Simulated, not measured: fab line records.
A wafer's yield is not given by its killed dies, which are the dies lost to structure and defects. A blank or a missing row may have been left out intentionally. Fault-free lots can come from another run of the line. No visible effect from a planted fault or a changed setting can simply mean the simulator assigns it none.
fab line records	flow n5_finfet	part 1 of 2: steps 1 to 3 of 6
[record] lots = 20	wafers = 60	last_day = 17
route steps=1938 shown SD_EPI_N@273 SDB@361 DUMMY_REMOVAL@377 HKMG_FIN@398
lots with no fault: from the same line, run without faults
start_h: the number of hours between the record's first day and the start of the first shown wafer of the lot	wait_h: hours elapsed since this lot's preceding step	" the same as in the row above	L1.1+2: several wafers, shown together as one row	- no value present, or no start provided	* or withheld: withheld	< > ~ a bound
route shown NAME@n: names a module that has steps shown in the file, with the first one's number in the route	usual: mean and standard deviation over wafers with no fault	same: alike in all rows	chamber/n: place in a boat	sites: each site's reading	_std_site: the values' standard deviation	_edge_site: the outer-site mean with the inner-site mean subtracted	radius_mm: for every site, how far away it sits from the centre of the wafer	mask NAME#n: copy n	behind: the most recent tool/chamber to have shaped the wafer	hold: why the lot was held/for how many hours/how that ended	device: transistor that didn't switch, given as n, p or np	end of line: tests of these same wafers at the route's end	a step without rows: its recipe alone	killed: dies that structure and defects cost at the first sort, which is not the same as the wafer's yield	map: a wafer's dies, x killed, . not, _ none there
set.NAME: the setting the step ran with; set.NAME@STEP: the setting that earlier step ran with	model.NAME: the simulator's own value behind a step, which no gauge read
steps of the route over a sample of lots; a table a step, a row a wafer
services: the hour from which a tool's chamber was out of use, counted from the record's first day as start_h (under 0 if before that day), plus the number of hours and why
[[steps]]
[step N5_SD_EPI_N_DESCUM_14]
[recipe] chemistry = O2	time_s = 7.9	source_power_w = 50	bias_power_w = 20	pressure_mtorr = 20	rf_frequency_hz = 2.712e+07	temp_c = 40	resist = CAR-ArF-block	o2_flow_sccm = 225
[usual] drypump_motor_current_A = 5.8/0.34	oes_product_au = 0.80/0.088	rf_vpp_V = 243.7/1.3	showerhead_plenum_p_Torr = 2.13/0.073	throttle_valve_pct = 20.38/0.28
lot.wafer	tool	chamber	start_h	wait_h	drypump_motor_current_A	oes_product_au	rf_hours_counter_h	rf_vpp_V	showerhead_plenum_p_Torr	throttle_valve_pct
L074.4	rie_diel-03	2	50.93	0.2	5.8	0.99	5	245.5	2.24	20.06
L074.5	"	2	"	"	5.8	1.00	-	246.0	2.24	20.07
L074.6	"	1	"	"	5.4	0.79	-	243.0	2.02	19.93
L076.1	rie_diel-04	2	62.91	0.3	6.1	0.78	129	244.5	2.09	20.70
L076.3	"	0	"	"	6.3	0.74	184	243.2	2.18	20.52
L076.5	"	1	"	"	6.5	0.70	-	243.6	2.17	20.67
L077.1	rie_diel-04	1	69.03	0.5	6.4	0.70	206	244.6	2.17	20.67
L077.2	"	0	"	"	6.3	0.73	187	243.8	2.18	20.53
L077.5	"	1	"	"	6.5	0.70	-	242.5	2.17	20.67
L078.1	rie_diel-04	3	72.98	0.0	6.2	0.78	138	243.1	2.09	20.62
L078.3	"	0	"	"	6.3	0.73	188	243.7	2.18	20.54
L078.5	"	3	"	"	6.3	0.78	-	242.3	2.09	20.61
L080.1	rie_diel-03	0	84.07	0.0	5.7	0.69	206	244.1	2.17	20.70
L080.4	"	1	"	"	5.5	0.77	132	241.5	2.01	19.97
L080.6	"	1	"	"	5.4	0.77	-	241.4	2.01	19.95
L081.3	rie_diel-05	1	92.25	0.0	5.5	0.74	156	245.6	2.18	20.48
L081.4	"	0	"	"	5.6	0.92	8	245.4	2.23	20.04
L081.5	"	1	"	"	5.5	0.74	-	244.7	2.18	20.48
L082.2	rie_diel-05	2	100.39	0.0	5.5	0.92	25	243.5	2.14	20.31
L082.3	"	0	"	"	5.6	0.92	12	244.6	2.23	20.05
L082.6	"	3	"	"	5.8	0.88	-	243.2	2.05	20.33
L083.3	rie_diel-03	1	105.50	0.1	5.4	0.77	-	240.6	2.01	19.96
L083.4	"	2	"	"	5.8	0.93	-	244.7	2.23	20.12
L083.5	"	2	"	"	5.8	0.93	-	245.1	2.23	20.10
L084.4	rie_diel-03	2	110.03	0.0	5.8	0.93	-	245.3	2.23	20.10
L084.5	"	1	"	"	5.4	0.76	-	242.8	2.01	19.98
L084.6	"	2	"	"	5.8	0.92	-	245.5	2.23	20.10
L085.2	rie_diel-03	1	115.42	0.1	5.4	0.76	143	241.4	2.01	19.98
L085.4	"	2	"	"	5.7	0.93	-	245.6	2.23	20.09
L085.5	"	1	"	"	5.4	0.77	-	243.1	2.01	19.99
L086.1	rie_diel-04	0	120.04	0.0	6.3	0.73	206	243.7	2.17	20.55
L086.2	"	1	"	"	6.5	0.70	224	244.2	2.16	20.69
L086.6	"	3	"	"	6.2	0.77	-	243.2	2.08	20.65
L087.1	rie_diel-05	1	126.19	0.0	5.5	0.72	168	244.8	2.18	20.49
L087.2	"	2	"	"	5.5	0.89	34	245.9	2.13	20.31
L087.3	"	0	"	"	5.6	0.90	21	245.8	2.23	20.06
L088.1	rie_diel-05	0	134.94	0.0	5.6	0.89	24	244.6	2.23	20.06
L088.4	"	1	"	"	5.5	0.72	171	243.8	2.18	20.51
L088.5	"	3	"	"	5.8	0.86	-	244.7	2.05	20.34
L089.1	rie_diel-03	1	139.57	0.0	5.5	0.75	152	241.7	2.01	19.99
L089.3	"	3	"	"	5.5	0.74	167	244.3	2.09	20.77
L089.6	"	2	"	"	5.8	0.90	-	245.4	2.23	20.11
L091.1	rie_diel-04	3	150.96	0.0	6.3	0.75	167	243.3	2.08	20.65
L091.2	"	2	"	"	6.1	0.76	153	243.9	2.08	20.74
L091.6	"	1	"	"	6.4	0.69	-	243.5	2.16	20.71
L092.1	rie_diel-05	2	158.38	0.0	5.5	0.87	45	243.9	2.13	20.34
L092.2	"	3	"	"	5.8	0.84	46	241.4	2.05	20.34
L092.3	"	0	"	"	5.6	0.87	31	245.3	2.22	20.08
L093.3	rie_diel-05	2	164.09	0.2	5.5	0.86	46	243.5	2.13	20.35
L093.4	"	1	"	"	5.5	0.71	180	243.3	2.17	20.52
L093.6	"	1	"	"	5.5	0.71	-	244.3	2.17	20.51
L094.1	rie_diel-04	1	170.36	0.1	6.4	0.68	242	243.9	2.15	20.72
L094.4	"	0	"	"	6.2	0.71	225	243.5	2.17	20.58
L094.6	"	0	"	"	6.3	0.71	-	243.8	2.17	20.59
L097.2	rie_diel-03	1	188.33	0.0	5.4	0.73	168	240.9	2.00	20.02
L097.3	"	3	"	"	5.6	0.72	183	242.8	2.09	20.81
L097.6	"	1	"	"	5.4	0.74	-	240.8	2.00	20.02
L096.3	rie_diel-05	3	189.36	0.0	5.8	0.85	56	241.8	2.04	20.36
L096.4	"	2	"	"	5.5	0.86	55	244.4	2.13	20.36
L096.6	"	1	"	"	5.5	0.70	-	243.3	2.17	20.52
[step N5_SDB_ETCH_18]
[recipe] chemistry = N2/H2	target = SOC	target_depth_a = 1000	overetch_a = 200	mask_material = SiARC	temp_c = 40	time_s = 150	ion_energy_ev = 200	pressure_mtorr = 30	source_w = 840	bias_w = 150	n2_flow_sccm = 200	h2_flow_sccm = 200
[usual] drypump_motor_current_A = 5.7/0.31	n2_flow_sccm = 200.1/0.6	oes_product_au = 0.71/0.072	rf_vpp_V = 525.3/2.3	showerhead_plenum_p_Torr = 2.59/0.081	throttle_valve_pct = 17.77/0.28
lot.wafer	tool	chamber	start_h	wait_h	drypump_motor_current_A	n2_flow_sccm	oes_product_au	rf_hours_counter_h	rf_vpp_V	showerhead_plenum_p_Torr	throttle_valve_pct
L074.4	rie_diel-04	1	67.12	0.1	6.5	199.5	0.63	-	527.3	2.63	18.00
L074.5	"	0	"	"	6.3	200.4	0.66	-	526.4	2.64	17.89
L074.6	"	3	"	"	6.3	199.4	0.69	-	523.9	2.55	18.01
L076.1	rie_diel-05	0	79.58	0.0	5.7	199.9	0.84	4	529.5	2.71	17.35
L076.3	"	2	"	"	5.5	199.1	0.80	18	525.4	2.59	17.60
L076.5	"	1	"	"	5.5	200.0	0.66	-	526.9	2.66	17.91
L077.1	rie_diel-05	0	87.37	0.0	5.7	200.5	0.82	7	527.9	2.71	17.36
L077.2	"	3	"	"	5.8	200.7	0.80	21	522.1	2.48	17.55
L077.5	"	1	"	"	5.5	201.0	0.66	-	526.7	2.66	17.93
L078.1	rie_diel-05	3	89.13	0.0	5.8	199.6	0.79	22	522.4	2.48	17.55
L078.3	"	1	"	"	5.5	199.8	0.65	155	527.0	2.66	17.95
L078.5	"	1	"	"	5.5	199.9	0.65	-	527.1	2.66	17.92
L080.1	rie_diel-04	1	100.78	0.0	6.5	199.0	0.63	216	525.6	2.62	18.04
L080.4	"	2	"	"	6.1	199.6	0.69	139	524.0	2.56	18.31
L080.6	"	1	"	"	6.5	200.4	0.62	-	526.4	2.62	18.02
L081.3	rie_diel-05	0	109.12	0.0	5.6	200.3	0.80	16	529.8	2.70	17.36
L081.4	"	3	"	"	5.8	199.6	0.78	29	521.9	2.47	17.58
L081.5	"	3	"	"	5.8	200.7	0.79	-	522.3	2.47	17.56
L082.2	rie_diel-05	2	116.21	0.0	5.5	200.3	0.79	31	525.9	2.58	17.67
L082.3	"	1	"	"	5.5	198.9	0.65	166	525.5	2.65	17.94
L082.6	"	0	"	"	5.6	199.9	0.80	-	528.2	2.70	17.38
L083.3	rie_diel-03	2	124.03	0.0	5.8	199.8	0.81	30	527.0	2.70	17.40
L083.4	"	1	"	"	5.5	199.8	0.68	146	519.4	2.44	17.43
L083.5	"	0	"	"	5.7	200.6	0.63	-	526.5	2.62	18.08
L084.4	rie_diel-04	3	126.47	0.0	6.2	199.6	0.69	159	524.0	2.54	18.06
L084.5	"	0	"	"	6.3	199.7	0.64	-	527.3	2.63	17.93
L084.6	"	1	"	"	6.5	200.0	0.61	-	526.7	2.62	18.05
L085.2	rie_diel-05	1	131.70	0.0	5.5	200.0	0.65	170	526.9	2.65	17.97
L085.4	"	3	"	"	5.8	200.7	0.78	37	521.5	2.47	17.59
L085.5	"	3	"	"	5.8	200.2	0.77	-	522.5	2.47	17.59
L086.1	rie_diel-05	3	136.47	0.0	5.8	200.3	0.77	39	521.4	2.47	17.59
L086.2	"	0	"	"	5.6	200.2	0.79	24	527.5	2.70	17.37
L086.6	"	3	"	"	5.9	200.4	0.78	-	521.8	2.47	17.60
L087.1	rie_diel-05	3	143.65	0.0	5.8	201.2	0.77	41	522.7	2.47	17.59
L087.2	"	2	"	"	5.5	200.0	0.77	40	522.4	2.58	17.67
L087.3	"	1	"	"	5.5	199.3	0.64	174	525.8	2.65	17.95
L088.1	rie_diel-05	0	154.02	0.0	5.7	200.2	0.79	30	528.9	2.70	17.39
L088.4	"	3	"	"	5.8	198.8	0.76	45	519.1	2.47	17.59
L088.5	"	2	"	"	5.5	200.2	0.77	-	525.1	2.58	17.68
L089.1	rie_diel-03	0	157.45	0.0	5.7	200.1	0.62	224	525.3	2.62	18.09
L089.3	"	3	"	"	5.6	199.8	0.65	172	524.0	2.53	18.11
L089.6	"	1	"	"	5.5	200.6	0.67	-	521.5	2.44	17.47
L091.1	rie_diel-04	0	168.93	0.0	6.3	199.0	0.64	224	526.1	2.62	17.95
L091.2	"	2	"	"	6.1	200.0	0.68	159	524.8	2.55	18.34
L091.6	"	0	"	"	6.3	200.4	0.64	-	527.8	2.62	17.94
L092.1	rie_diel-05	1	175.71	0.0	5.5	200.6	0.64	184	525.7	2.64	17.98
L092.2	"	0	"	"	5.7	199.7	0.77	37	527.1	2.69	17.41
L092.3	"	3	"	"	5.8	200.4	0.75	52	521.3	2.46	17.61
L093.3	rie_diel-03	3	180.63	0.0	5.5	199.8	0.66	181	523.7	2.53	18.12
L093.4	"	0	"	"	5.7	200.1	0.61	233	526.0	2.61	18.11
L093.6	"	3	"	"	5.5	200.7	0.65	-	522.9	2.53	18.11
L094.1	rie_diel-03	1	187.81	0.0	5.5	200.1	0.66	168	522.2	2.43	17.48
L094.4	"	3	"	"	5.5	199.5	0.65	183	522.5	2.53	18.11
L094.6	"	0	"	"	5.7	199.9	0.61	-	524.7	2.61	18.13
L097.2	rie_diel-05	3	204.69	0.0	5.8	199.4	0.74	61	522.6	2.46	17.62
L097.3	"	1	"	"	5.5	199.9	0.64	194	528.1	2.64	18.01
L097.6	"	2	"	"	5.5	201.1	0.75	-	524.4	2.57	17.72
L096.3	rie_diel-04	3	205.39	0.0	6.3	199.4	0.67	187	524.7	2.53	18.11
L096.4	"	0	"	"	6.3	198.3	0.63	-	526.0	2.62	17.99
L096.6	"	2	"	"	6.1	199.7	0.67	-	525.2	2.54	18.36
[step N5_DUMMY_REMOVAL_HM_STRIP_01]
[recipe] chemistry = CH3F/O2	material = SiNx	target_depth_a = 40	stop_on = poly-Si	time_s = 6.8	over_etch_frac = 0.3	ion_energy_ev = 60	power_w = 410	bias_w = 29	Ar_flow_sccm = 150	CH3F_flow_sccm = 30	O2_flow_sccm = 20
[usual] drypump_motor_current_A = 5.7/0.5	oes_product_au = 0.64/0.067	rf_vpp_V = 127.4/1.1	showerhead_plenum_p_Torr = 2.00/0.066	throttle_valve_pct = 16.25/0.21
lot.wafer	tool	chamber	start_h	wait_h	drypump_motor_current_A	oes_product_au	rf_hours_counter_h	rf_vpp_V	showerhead_plenum_p_Torr	throttle_valve_pct
L074.4	rie_diel-02	1	71.08	0.0	6.0	0.56	239	126.6	1.98	16.63
L074.5	"	3	"	"	5.6	0.58	-	128.5	2.07	16.29
L074.6	"	2	"	"	6.0	0.57	-	126.5	1.97	16.60
L076.1	rie_diel-02	0	83.61	0.1	5.9	0.60	187	127.0	1.99	16.39
L076.3	"	2	"	"	6.0	0.57	246	128.1	1.96	16.62
L076.5	"	3	"	"	5.6	0.58	-	127.8	2.07	16.32
L077.1	rie_diel-01	2	91.48	0.0	4.9	0.69	46	127.3	1.95	16.00
L077.2	"	0	"	"	5.8	0.63	121	128.6	2.10	16.44
L077.5	"	2	"	"	4.9	0.69	-	127.0	1.95	16.01
L078.1	rie_diel-02	0	94.43	0.3	5.9	0.60	190	127.0	1.99	16.39
L078.3	"	2	"	"	6.0	0.57	250	127.5	1.96	16.60
L078.5	"	0	"	"	5.9	0.60	-	127.7	1.99	16.40
L080.1	rie_diel-06	3	104.65	0.0	5.9	0.73	23	127.6	1.96	15.98
L080.4	"	0	"	"	5.8	0.54	251	127.3	1.97	16.48
L080.6	"	1	"	"	6.6	0.74	-	129.0	2.12	16.26
L081.3	rie_diel-02	1	112.94	0.0	6.1	0.56	252	127.1	1.97	16.63
L081.4	"	3	"	"	5.6	0.58	-	128.9	2.07	16.32
L081.5	"	1	"	"	6.1	0.56	-	127.5	1.97	16.65
L082.2	rie_diel-06	1	120.02	0.0	6.6	0.72	35	130.1	2.12	16.26
L082.3	"	2	"	"	5.6	0.58	201	127.5	1.98	16.13
L082.6	"	2	"	"	5.6	0.58	-	126.3	1.98	16.13
L083.3	rie_diel-01	3	128.12	0.0	4.7	0.68	74	125.4	1.94	16.05
L083.4	"	0	"	"	5.8	0.62	133	128.3	2.10	16.46
L083.5	"	3	"	"	4.7	0.68	-	127.5	1.94	16.07
L084.4	rie_diel-02	3	130.30	0.0	5.6	0.57	-	128.8	2.06	16.35
L084.5	"	0	"	"	6.0	0.59	-	126.2	1.99	16.42
L084.6	"	1	"	"	6.1	0.56	-	126.0	1.97	16.66
L085.2	rie_diel-02	3	135.72	0.2	5.6	0.57	192	129.5	2.06	16.34
L085.4	"	3	"	"	5.5	0.57	-	129.8	2.06	16.34
L085.5	"	3	"	"	5.6	0.57	-	126.8	2.06	16.34
L086.1	rie_diel-01	3	140.29	0.0	4.7	0.68	79	127.1	1.93	16.05
L086.2	"	2	"	"	4.9	0.67	62	127.8	1.95	16.04
L086.6	"	2	"	"	4.9	0.67	-	126.1	1.95	16.03
L087.1	rie_diel-01	0	148.25	0.3	5.8	0.61	140	129.1	2.10	16.50
L087.2	"	1	"	"	5.8	0.62	141	125.0	1.92	16.02
L087.3	"	3	"	"	4.7	0.67	82	126.7	1.93	16.06
L088.1	rie_diel-01	2	157.83	0.0	5.0	0.66	68	126.3	1.95	16.05
L088.4	"	0	"	"	5.8	0.61	143	129.6	2.09	16.49
L088.5	"	2	"	"	5.0	0.66	-	127.8	1.95	16.04
L089.1	rie_diel-01	2	161.89	0.0	4.9	0.66	68	127.8	1.95	16.04
L089.3	"	0	"	"	5.8	0.61	144	127.4	2.09	16.49
L089.6	"	0	"	"	5.8	0.62	-	126.1	2.09	16.50
L091.1	rie_diel-02	3	172.98	0.1	5.5	0.56	205	127.6	2.06	16.36
L091.2	"	2	"	"	6.0	0.76	12	126.7	1.96	16.16
L091.6	"	3	"	"	5.6	0.57	-	128.8	2.06	16.36
L092.1	rie_diel-06	3	179.54	0.1	5.9	0.69	52	126.7	1.95	16.05
L092.2	"	0	"	"	5.8	0.77	13	127.8	1.96	15.99
L092.3	"	1	"	"	6.6	0.71	50	129.3	2.12	16.28
L093.3	rie_diel-06	3	184.44	0.0	5.9	0.68	54	127.3	1.95	16.06
L093.4	"	0	"	"	5.8	0.76	14	127.7	1.96	15.99
L093.6	"	1	"	"	6.6	0.70	-	130.1	2.12	16.28
L094.1	rie_diel-01	0	192.49	0.0	5.8	0.60	151	127.3	2.09	16.50
L094.4	"	3	"	"	4.6	0.66	94	127.3	1.93	16.08
L094.6	"	3	"	"	4.7	0.66	-	127.5	1.93	16.07
L097.2	rie_diel-02	2	208.51	0.0	6.0	0.74	23	127.2	1.95	16.20
L097.3	"	1	"	"	6.1	0.77	12	126.8	1.97	16.17
L097.6	"	3	"	"	5.6	0.56	-	125.8	2.06	16.38
L096.3	rie_diel-02	3	209.37	0.0	5.6	0.55	216	130.0	2.05	16.39
L096.4	"	0	"	"	5.9	0.57	229	128.8	1.98	16.46
L096.6	"	3	"	"	5.5	0.56	-	127.3	2.05	16.38
